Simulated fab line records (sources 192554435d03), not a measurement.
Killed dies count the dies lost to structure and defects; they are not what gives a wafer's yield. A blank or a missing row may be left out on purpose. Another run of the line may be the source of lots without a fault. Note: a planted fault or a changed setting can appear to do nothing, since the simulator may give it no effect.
3 desks, one fault :: flow n5Finfet :: only its own numbers are on each desk; what lay behind them is given at the end

## THE DEFECT DESK
Per lot, the means of the sampled wafers with a number show what the inspections along the route counted. The brackets show how far a lot's mean lies from the usual mean; more than 4 standard deviations puts the lot out of limits, marked OUT.
Columns: A = rawDefectCount at N5_SDB_INSPECT_13, usual 83
lot: L265
first seen here: day 3 18:28
A: 38

lot: L267
first seen here: day 4 04:41
A: 64

lot: L271
first seen here: day 5 08:13
A: 78

lot: L275
first seen here: day 6 05:20
A: 102

lot: L276
first seen here: day 6 13:14
A: 95

lot: L277
first seen here: day 7 00:28
A: 120

lot: L278
first seen here: day 7 03:59
A: 70

lot: L279
first seen here: day 7 05:25
A: 70

lot: L287
first seen here: day 9 07:10
A: 99

lot: L288
first seen here: day 9 11:20
A: 33
This desk's verdict: no lot among the 10 shows anything out of limits.

## METROLOGY DESK
What the gauges read, lot by lot, whatever tool the lot ran on: means of the sampled wafers that have a number. The brackets show how far a lot's mean lies from the usual mean; more than 4 standard deviations puts the lot out of limits, marked OUT. Shown here are 7 of its 11 readings, the ones lying furthest out on some lot.
Columns: A = SDB_OVL at N5_SDB_OVL_MEAS_12, usual 0.3 nm; B = DIBL_N at N5_BEOL_M4_RC_MEAS_101, usual 36.5 mV/V; C = DIBL_P at N5_BEOL_M4_RC_MEAS_101, usual 36.5 mV/V; D = IOFF_P at N5_BEOL_M4_RC_MEAS_101, usual 0.219 nA/um; E = ION_N at N5_BEOL_M4_RC_MEAS_101, usual 675 uA/um; F = SS_N at N5_BEOL_M4_RC_MEAS_101, usual 71.5 mV/dec; G = VT_P at N5_BEOL_M4_RC_MEAS_101, usual -250 mV
lot: L265
first seen here: day 3 18:27
A: 0.6
B: 36.9
C: 36.6
D: 0.203
E: 667
F: 71.5
G: -249

lot: L267
first seen here: day 4 04:20
A: 1.6
B: 36.0
C: 37.0
D: 0.201
E: 672
F: 72.1
G: -252

lot: L271
first seen here: day 5 08:11
A: -0.4
B: 34.3
C: 34.3
D: 0.179
E: 676
F: 71.6
G: -251

lot: L275
first seen here: day 6 05:18
A: 0.9
B: 37.0
C: 37.7
D: 0.219
E: 679
F: 71.5
G: -250

lot: L276
first seen here: day 6 13:13
A: 1.6
B: 36.6
C: 37.5
D: 0.260
E: 675
F: 71.1
G: -246

lot: L277
first seen here: day 7 00:27
A: 0.4
B: 35.5
C: 34.9
D: 0.226
E: 679
F: 71.4
G: -248

lot: L278
first seen here: day 7 03:58
A: -0.1
B: 35.8
C: 37.0
D: 0.265
E: 666
F: 72.5
G: -244

lot: L279
first seen here: day 7 05:23
A: 0.2
B: 35.1
C: 36.0
D: 0.213
E: 668
F: 71.7
G: -250

lot: L287
first seen here: day 9 07:09
A: 0.4
B: 34.7
C: 36.4
D: 0.210
E: 677
F: 71.5
G: -249

lot: L288
first seen here: day 9 11:19
A: 0.0
B: 36.2
C: 35.4
D: 0.219
E: 664
F: 72.1
G: -250
This desk's verdict: no lot among the 10 shows anything out of limits.

## FOR THE TOOL OWNER'S DESK: cmp-01
The tool's own readings at N5_ILD0_CMP_12 (polishes SiNx, stops on poly-Si, t overpolish 6 s, target thk 17.67 nm): means of the sampled wafers that have a number, for each lot that ran on this tool. The brackets show how far a lot's mean lies from the usual mean; more than 4 standard deviations puts the lot out of limits, marked OUT.
Columns: A = motorCurrentA at N5_ILD0_CMP_12, usual 9.0 A; B = overpolishRunS at N5_ILD0_CMP_12, usual 6.000 s; C = platenRpm at N5_ILD0_CMP_12, usual 51.80 rpm; D = slurryFlowMlMin at N5_ILD0_CMP_12, usual 149.9; E = timeToEndpointS at N5_ILD0_CMP_12, usual 28.2 s
lot: L275
first seen here: day 6 04:30
A: 8.2
B: 6.007
C: 51.80
D: 149.7
E: 26.9

lot: L276
first seen here: day 6 12:30
A: 8.7
B: 5.994
C: 51.79
D: 149.6
E: 30.2

lot: L277
first seen here: day 6 23:41
A: 8.6
B: 6.005
C: 51.79
D: 150.0
E: 36.0

lot: L278
first seen here: day 7 03:08
A: 8.1
B: 6.000
C: 51.81
D: 150.2
E: 45.9 (+8.0) OUT

lot: L279
first seen here: day 7 04:45
A: 8.1
B: 6.016
C: 51.78
D: 150.4
E: 41.0 (+5.8) OUT
This desk's finding: out of limits on L278, L279; first on L278, day 7 03:08 (timeToEndpointS at N5_ILD0_CMP_12). L275, L276, L277 stayed within limits.

## PUT TOGETHER
On L278, L279, at day 7 03:08, an alarm was possible from the tool owner's desk.
Nothing the defect desk looked at was out of limits.
At the metrology desk, nothing out of limits was observed.
The defect desk has L278, L279 on record, within its limits.
The metrology desk has L278, L279 on record, within its limits.
The lots listed all ran N5_ILD0_CMP_12 on cmp-01.

## WHAT THE SIMULATOR HAD INSERTED
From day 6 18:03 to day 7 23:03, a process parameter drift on cmp-01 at N5_ILD0_CMP_12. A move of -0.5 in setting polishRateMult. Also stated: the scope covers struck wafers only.
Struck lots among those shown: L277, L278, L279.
Each desk's first reading out of limits, in hours after the fault started: the tool owner's desk, 9.
